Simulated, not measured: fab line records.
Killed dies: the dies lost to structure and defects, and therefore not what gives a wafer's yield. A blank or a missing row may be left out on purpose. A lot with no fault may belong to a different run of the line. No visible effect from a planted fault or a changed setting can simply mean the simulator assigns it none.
The tool behind it: which one? :: flow n5-finfet :: Sampling: 10 lots, 30 wafers, 5 of 1938 route steps

## WHAT THE GAUGES READ, wafer by wafer
N5_BEOL_M4_RC_MEAS_101. Usual: DIBL_N 36.5 mV/V, standard deviation 1.9; DIBL_P 36.7 mV/V, standard deviation 2.1; IOFF_N 0.17 nA/um, standard deviation 0.035; IOFF_P 0.22 nA/um, standard deviation 0.042; ION_N 676 uA/um, standard deviation 10; ION_P 462 uA/um, standard deviation 8.1; SS_N 71.5 mV/dec, standard deviation 0.72; SS_P 73.4 mV/dec, standard deviation 0.7; VT_N 249 mV, standard deviation 3.1; VT_P -250 mV, standard deviation 3.9.
lot: L629
measured: day 10 03:57
on: prober-02
DIBL_N (mV/V): 37.9 39.7 38.8
DIBL_P (mV/V): 37.8 40.0 38.7
IOFF_N (nA/um): 0.16 0.20 0.17
IOFF_P (nA/um): 0.27 0.30 0.26
ION_N (uA/um): 674 681 670
ION_P (uA/um): 467 472 460
SS_N (mV/dec): 72.4 72.3 71.8
SS_P (mV/dec): 73.1 74.3 73.7
VT_N (mV): 247 249 249
VT_P (mV): -245 -244 -246
flag: 

lot: L632
measured: day 10 08:01
on: prober-01
DIBL_N (mV/V): 33.4 35.6 37.1
DIBL_P (mV/V): 35.3 37.7 40.5
IOFF_N (nA/um): 0.13 0.16 0.20
IOFF_P (nA/um): 0.17 0.20 0.24
ION_N (uA/um): 680 678 681
ION_P (uA/um): 463 461 459
SS_N (mV/dec): 70.1 71.2 71.7
SS_P (mV/dec): 73.0 73.7 73.8
VT_N (mV): 252 251 249
VT_P (mV): -253 -251 -250
flag: 

lot: L635
measured: day 11 11:32
on: prober-01
DIBL_N (mV/V): 36.3 36.8 36.6
DIBL_P (mV/V): 37.6 37.1 36.7
IOFF_N (nA/um): 0.17 0.16 0.16
IOFF_P (nA/um): 0.22 0.21 0.20
ION_N (uA/um): 675 675 678
ION_P (uA/um): 460 460 462
SS_N (mV/dec): 71.7 70.9 71.9
SS_P (mV/dec): 72.8 73.0 73.3
VT_N (mV): 248 251 249
VT_P (mV): -250 -251 -254
flag: 

lot: L638
measured: day 11 17:02
on: prober-02
DIBL_N (mV/V): 37.9 36.5 36.5
DIBL_P (mV/V): 37.9 35.3 36.1
IOFF_N (nA/um): 0.18 0.16 0.15
IOFF_P (nA/um): 0.20 0.17 0.18
ION_N (uA/um): 678 671 669
ION_P (uA/um): 456 451 456
SS_N (mV/dec): 70.9 71.8 71.2
SS_P (mV/dec): 73.9 73.2 73.0
VT_N (mV): 248 251 251
VT_P (mV): -254 -254 -254
flag: 

lot: L640
measured: day 12 05:14
on: prober-01
DIBL_N (mV/V): 36.0 37.1 35.8
DIBL_P (mV/V): 34.8 35.7 34.6
IOFF_N (nA/um): 0.15 0.16 0.14
IOFF_P (nA/um): 0.18 0.19 0.18
ION_N (uA/um): 666 668 657
ION_P (uA/um): 454 456 446
SS_N (mV/dec): 72.0 72.6 71.6
SS_P (mV/dec): 72.8 72.5 72.5
VT_N (mV): 254 249 253
VT_P (mV): -252 -254 -252
flag: 

lot: L641
measured: day 12 15:43
on: prober-02
DIBL_N (mV/V): 37.5 37.1 35.9
DIBL_P (mV/V): 37.4 37.9 35.3
IOFF_N (nA/um): 0.20 0.20 0.16
IOFF_P (nA/um): 0.29 0.31 0.25
ION_N (uA/um): 689 698 681
ION_P (uA/um): 478 489 477
SS_N (mV/dec): 72.3 71.0 70.9
SS_P (mV/dec): 73.8 74.6 74.0
VT_N (mV): 245 245 250
VT_P (mV): -241 -242 -244
flag: 

lot: L643
measured: day 13 10:12
on: prober-01
DIBL_N (mV/V): 34.7 34.3 37.2
DIBL_P (mV/V): 37.2 35.7 39.5
IOFF_N (nA/um): 0.13 0.13 0.18
IOFF_P (nA/um): 0.22 0.21 0.26
ION_N (uA/um): 663 666 687
ION_P (uA/um): 463 461 471
SS_N (mV/dec): 71.5 70.9 72.2
SS_P (mV/dec): 73.4 73.4 73.7
VT_N (mV): 254 254 249
VT_P (mV): -249 -249 -247
flag: 

lot: L645
measured: day 14 04:26
on: prober-02
DIBL_N (mV/V): 35.2 36.2 34.5
DIBL_P (mV/V): 34.6 36.1 34.0
IOFF_N (nA/um): 0.12 0.15 0.12
IOFF_P (nA/um): 0.16 0.17 0.15
ION_N (uA/um): 662 679 659
ION_P (uA/um): 454 458 451
SS_N (mV/dec): 71.2 71.1 71.2
SS_P (mV/dec): 72.1 73.1 72.1
VT_N (mV): 253 247 253
VT_P (mV): -255 -254 -256
flag: 

lot: L646
measured: day 14 12:44
on: prober-02
DIBL_N (mV/V): 36.1 35.7 38.8
DIBL_P (mV/V): 34.6 35.6 38.9
IOFF_N (nA/um): 0.13 0.14 0.19
IOFF_P (nA/um): 0.18 0.19 0.25
ION_N (uA/um): 657 662 676
ION_P (uA/um): 454 455 463
SS_N (mV/dec): 71.0 71.3 71.8
SS_P (mV/dec): 72.7 73.0 73.1
VT_N (mV): 252 252 246
VT_P (mV): -253 -253 -247
flag: 

lot: L647
measured: day 15 12:26
on: prober-01
DIBL_N (mV/V): 35.8 37.7 35.5
DIBL_P (mV/V): 36.4 38.7 36.3
IOFF_N (nA/um): 0.18 0.19 0.16
IOFF_P (nA/um): 0.24 0.26 0.23
ION_N (uA/um): 683 674 682
ION_P (uA/um): 470 460 472
SS_N (mV/dec): 71.4 72.8 71.3
SS_P (mV/dec): 73.4 73.5 73.2
VT_N (mV): 247 246 249
VT_P (mV): -247 -248 -247
flag: 

## TOOL THAT RAN EACH LOT (tool first, then ch and the chambers of the sampled wafers, then the start)
lot: L629
N5_BEOL_M1_SPUTTER_81: pvd-sputter-01, day 7 22:08
N5_BEOL_M1_ANNEAL_87: pvd-sputter-01, day 7 22:26
N5_BEOL_M1_SPUTTER_90: pvd-sputter-01, day 7 22:47
N5_BEOL_M1_SPUTTER_92: pvd-sputter-01, day 7 23:01

lot: L632
N5_BEOL_M1_SPUTTER_81: pvd-sputter-03, day 8 14:33
N5_BEOL_M1_ANNEAL_87: pvd-sputter-03, day 8 14:51
N5_BEOL_M1_SPUTTER_90: pvd-sputter-03, day 8 15:13
N5_BEOL_M1_SPUTTER_92: pvd-sputter-03, day 8 15:26

lot: L635
N5_BEOL_M1_SPUTTER_81: pvd-sputter-02, day 9 16:55
N5_BEOL_M1_ANNEAL_87: pvd-sputter-02, day 9 17:13
N5_BEOL_M1_SPUTTER_90: pvd-sputter-02, day 9 17:34
N5_BEOL_M1_SPUTTER_92: pvd-sputter-02, day 9 17:47

lot: L638
N5_BEOL_M1_SPUTTER_81: pvd-sputter-01, day 10 01:51
N5_BEOL_M1_ANNEAL_87: pvd-sputter-01, day 10 02:09
N5_BEOL_M1_SPUTTER_90: pvd-sputter-01, day 10 02:31
N5_BEOL_M1_SPUTTER_92: pvd-sputter-01, day 10 02:44

lot: L640
N5_BEOL_M1_SPUTTER_81: pvd-sputter-02, day 10 08:33
N5_BEOL_M1_ANNEAL_87: pvd-sputter-02, day 10 08:51
N5_BEOL_M1_SPUTTER_90: pvd-sputter-02, day 10 09:13
N5_BEOL_M1_SPUTTER_92: pvd-sputter-02, day 10 09:26

lot: L641
N5_BEOL_M1_SPUTTER_81: pvd-sputter-01, day 10 22:16
N5_BEOL_M1_ANNEAL_87: pvd-sputter-01, day 10 22:34
N5_BEOL_M1_SPUTTER_90: pvd-sputter-01, day 10 22:56
N5_BEOL_M1_SPUTTER_92: pvd-sputter-01, day 10 23:09

lot: L643
N5_BEOL_M1_SPUTTER_81: pvd-sputter-01, day 11 06:09
N5_BEOL_M1_ANNEAL_87: pvd-sputter-01, day 11 06:27
N5_BEOL_M1_SPUTTER_90: pvd-sputter-01, day 11 06:49
N5_BEOL_M1_SPUTTER_92: pvd-sputter-01, day 11 07:02

lot: L645
N5_BEOL_M1_SPUTTER_81: pvd-sputter-02, day 11 15:35
N5_BEOL_M1_ANNEAL_87: pvd-sputter-02, day 11 15:53
N5_BEOL_M1_SPUTTER_90: pvd-sputter-02, day 11 16:15
N5_BEOL_M1_SPUTTER_92: pvd-sputter-02, day 11 16:28

lot: L646
N5_BEOL_M1_SPUTTER_81: pvd-sputter-01, day 12 07:16
N5_BEOL_M1_ANNEAL_87: pvd-sputter-01, day 12 07:34
N5_BEOL_M1_SPUTTER_90: pvd-sputter-01, day 12 07:56
N5_BEOL_M1_SPUTTER_92: pvd-sputter-01, day 12 08:09

lot: L647
N5_BEOL_M1_SPUTTER_81: pvd-sputter-03, day 12 14:29
N5_BEOL_M1_ANNEAL_87: pvd-sputter-03, day 12 14:47
N5_BEOL_M1_SPUTTER_90: pvd-sputter-03, day 12 15:09
N5_BEOL_M1_SPUTTER_92: pvd-sputter-03, day 12 15:22
- N5_BEOL_M1_SPUTTER_81: material Cu, target thk 4.5 nm, time 8.29 s.
- N5_BEOL_M1_ANNEAL_87: time 240 s.
- N5_BEOL_M1_SPUTTER_90: material Cu, target thk 4.5 nm, time 8.29 s.
- N5_BEOL_M1_SPUTTER_92: material Cu, target thk 4.5 nm, time 8.29 s.

## WHAT THE TOOLS THEMSELVES READ (means of the sampled wafers that have a number; where no wafer has one, the mark that the record gives instead)
N5_BEOL_M1_SPUTTER_81. Usual: chamber-pressure-pa 0.07 Pa, standard deviation 0.00014; chuck-gas-flow-sccm 1.26 sccm, standard deviation 0.054; throttle-valve-pct 29.5 %, standard deviation 1.3.
lot: L629
tool: pvd-sputter-01
chamber-pressure-pa (Pa): 0.07
chuck-gas-flow-sccm (sccm): 1.25
throttle-valve-pct (%): 28.9
flag: 

lot: L632
tool: pvd-sputter-03
chamber-pressure-pa (Pa): 0.07
chuck-gas-flow-sccm (sccm): 1.24
throttle-valve-pct (%): 30.7
flag: 

lot: L635
tool: pvd-sputter-02
chamber-pressure-pa (Pa): 0.07
chuck-gas-flow-sccm (sccm): 1.29
throttle-valve-pct (%): 29.7
flag: 

lot: L638
tool: pvd-sputter-01
chamber-pressure-pa (Pa): 0.07
chuck-gas-flow-sccm (sccm): 1.33
throttle-valve-pct (%): 29.1
flag: 

lot: L640
tool: pvd-sputter-02
chamber-pressure-pa (Pa): 0.07
chuck-gas-flow-sccm (sccm): 1.23
throttle-valve-pct (%): 29.5
flag: 

lot: L641
tool: pvd-sputter-01
chamber-pressure-pa (Pa): 0.07
chuck-gas-flow-sccm (sccm): 1.29
throttle-valve-pct (%): 28.9
flag: 

lot: L643
tool: pvd-sputter-01
chamber-pressure-pa (Pa): 0.07
chuck-gas-flow-sccm (sccm): 1.29
throttle-valve-pct (%): 29.1
flag: 

lot: L645
tool: pvd-sputter-02
chamber-pressure-pa (Pa): 0.07
chuck-gas-flow-sccm (sccm): 1.21
throttle-valve-pct (%): 30.1
flag: 

lot: L646
tool: pvd-sputter-01
chamber-pressure-pa (Pa): 0.07
chuck-gas-flow-sccm (sccm): 1.31
throttle-valve-pct (%): 30.0
flag: 

lot: L647
tool: pvd-sputter-03
chamber-pressure-pa (Pa): 0.07
chuck-gas-flow-sccm (sccm): 1.21
throttle-valve-pct (%): 29.2
flag: 

N5_BEOL_M1_ANNEAL_87. Usual: 829 W for heater-power-w, sd 85.
lot: L629
tool: pvd-sputter-01
heater-power-w (W): 843
flag: 

lot: L632
tool: pvd-sputter-03
heater-power-w (W): 768
flag: 

lot: L635
tool: pvd-sputter-02
heater-power-w (W): 865
flag: 

lot: L638
tool: pvd-sputter-01
heater-power-w (W): 903
flag: 

lot: L640
tool: pvd-sputter-02
heater-power-w (W): 843
flag: 

lot: L641
tool: pvd-sputter-01
heater-power-w (W): 887
flag: 

lot: L643
tool: pvd-sputter-01
heater-power-w (W): 906
flag: 

lot: L645
tool: pvd-sputter-02
heater-power-w (W): 738
flag: 

lot: L646
tool: pvd-sputter-01
heater-power-w (W): 864
flag: 

lot: L647
tool: pvd-sputter-03
heater-power-w (W): 758
flag: 

N5_BEOL_M1_SPUTTER_90. Usual: chamber-pressure-pa 0.06999 Pa, standard deviation 0.00015; chuck-gas-flow-sccm 1.26 sccm, standard deviation 0.058; throttle-valve-pct 29.5 %, standard deviation 1.3.
lot: L629
tool: pvd-sputter-01
chamber-pressure-pa (Pa): 0.06998
chuck-gas-flow-sccm (sccm): 1.24
throttle-valve-pct (%): 29.0
flag: 

lot: L632
tool: pvd-sputter-03
chamber-pressure-pa (Pa): 0.06998
chuck-gas-flow-sccm (sccm): 1.25
throttle-valve-pct (%): 30.8
flag: 

lot: L635
tool: pvd-sputter-02
chamber-pressure-pa (Pa): 0.07006
chuck-gas-flow-sccm (sccm): 1.31
throttle-valve-pct (%): 29.7
flag: 

lot: L638
tool: pvd-sputter-01
chamber-pressure-pa (Pa): 0.07006
chuck-gas-flow-sccm (sccm): 1.26
throttle-valve-pct (%): 29.1
flag: 

lot: L640
tool: pvd-sputter-02
chamber-pressure-pa (Pa): -
chuck-gas-flow-sccm (sccm): -
throttle-valve-pct (%): -
flag: OFF

lot: L641
tool: pvd-sputter-01
chamber-pressure-pa (Pa): -
chuck-gas-flow-sccm (sccm): -
throttle-valve-pct (%): -
flag: OFF

lot: L643
tool: pvd-sputter-01
chamber-pressure-pa (Pa): 0.07010
chuck-gas-flow-sccm (sccm): 1.30
throttle-valve-pct (%): 29.1
flag: 

lot: L645
tool: pvd-sputter-02
chamber-pressure-pa (Pa): 0.07007
chuck-gas-flow-sccm (sccm): 1.23
throttle-valve-pct (%): 30.1
flag: 

lot: L646
tool: pvd-sputter-01
chamber-pressure-pa (Pa): 0.07004
chuck-gas-flow-sccm (sccm): 1.24
throttle-valve-pct (%): 30.1
flag: 

lot: L647
tool: pvd-sputter-03
chamber-pressure-pa (Pa): 0.07002
chuck-gas-flow-sccm (sccm): 1.22
throttle-valve-pct (%): 29.3
flag: 

N5_BEOL_M1_SPUTTER_92. Usual: chamber-pressure-pa 0.07 Pa, standard deviation 0.00016; chuck-gas-flow-sccm 1.27 sccm, standard deviation 0.05; throttle-valve-pct 29.5 %, standard deviation 1.3.
lot: L629
tool: pvd-sputter-01
chamber-pressure-pa (Pa): 0.07
chuck-gas-flow-sccm (sccm): 1.25
throttle-valve-pct (%): 29.0
flag: 

lot: L632
tool: pvd-sputter-03
chamber-pressure-pa (Pa): 0.07
chuck-gas-flow-sccm (sccm): 1.26
throttle-valve-pct (%): 30.7
flag: 

lot: L635
tool: pvd-sputter-02
chamber-pressure-pa (Pa): 0.07
chuck-gas-flow-sccm (sccm): 1.27
throttle-valve-pct (%): 29.8
flag: 

lot: L638
tool: pvd-sputter-01
chamber-pressure-pa (Pa): 0.07
chuck-gas-flow-sccm (sccm): 1.26
throttle-valve-pct (%): 29.1
flag: 

lot: L640
tool: pvd-sputter-02
chamber-pressure-pa (Pa): 0.07
chuck-gas-flow-sccm (sccm): 1.27
throttle-valve-pct (%): 29.4
flag: 

lot: L641
tool: pvd-sputter-01
chamber-pressure-pa (Pa): 0.07
chuck-gas-flow-sccm (sccm): 1.27
throttle-valve-pct (%): 28.9
flag: 

lot: L643
tool: pvd-sputter-01
chamber-pressure-pa (Pa): 0.07
chuck-gas-flow-sccm (sccm): 1.26
throttle-valve-pct (%): 29.0
flag: 

lot: L645
tool: pvd-sputter-02
chamber-pressure-pa (Pa): 0.07
chuck-gas-flow-sccm (sccm): 1.25
throttle-valve-pct (%): 30.2
flag: 

lot: L646
tool: pvd-sputter-01
chamber-pressure-pa (Pa): 0.07
chuck-gas-flow-sccm (sccm): 1.28
throttle-valve-pct (%): 30.0
flag: 

lot: L647
tool: pvd-sputter-03
chamber-pressure-pa (Pa): 0.07
chuck-gas-flow-sccm (sccm): 1.25
throttle-valve-pct (%): 29.1
flag: 

## THE ANSWER, worked out from the rows above alone
Rule: a lot counts as off when the mean over its wafers that have a number is more than 3 standard deviations away from the usual mean. A lot without any number at a reading at which 4 lots or more have one is off too. All remaining lots with rows at the step are treated as sound. First the gauges in route order, then the tools' own readings, where a lot's mean is used as printed above. At the first step where some lot is off, the reading lying furthest off is the one used; lots without a number count as furthest.
Off, at N5_BEOL_M1_SPUTTER_90 on chamber-pressure-pa: L640, L641. Without a number there: L640, L641.
A tool fits if, at that step or a process step before it, it ran every lot that is off, and no sound lot after the first of them. Not one of the candidates tried fits.

## WHAT THE SIMULATOR HAD PUT IN
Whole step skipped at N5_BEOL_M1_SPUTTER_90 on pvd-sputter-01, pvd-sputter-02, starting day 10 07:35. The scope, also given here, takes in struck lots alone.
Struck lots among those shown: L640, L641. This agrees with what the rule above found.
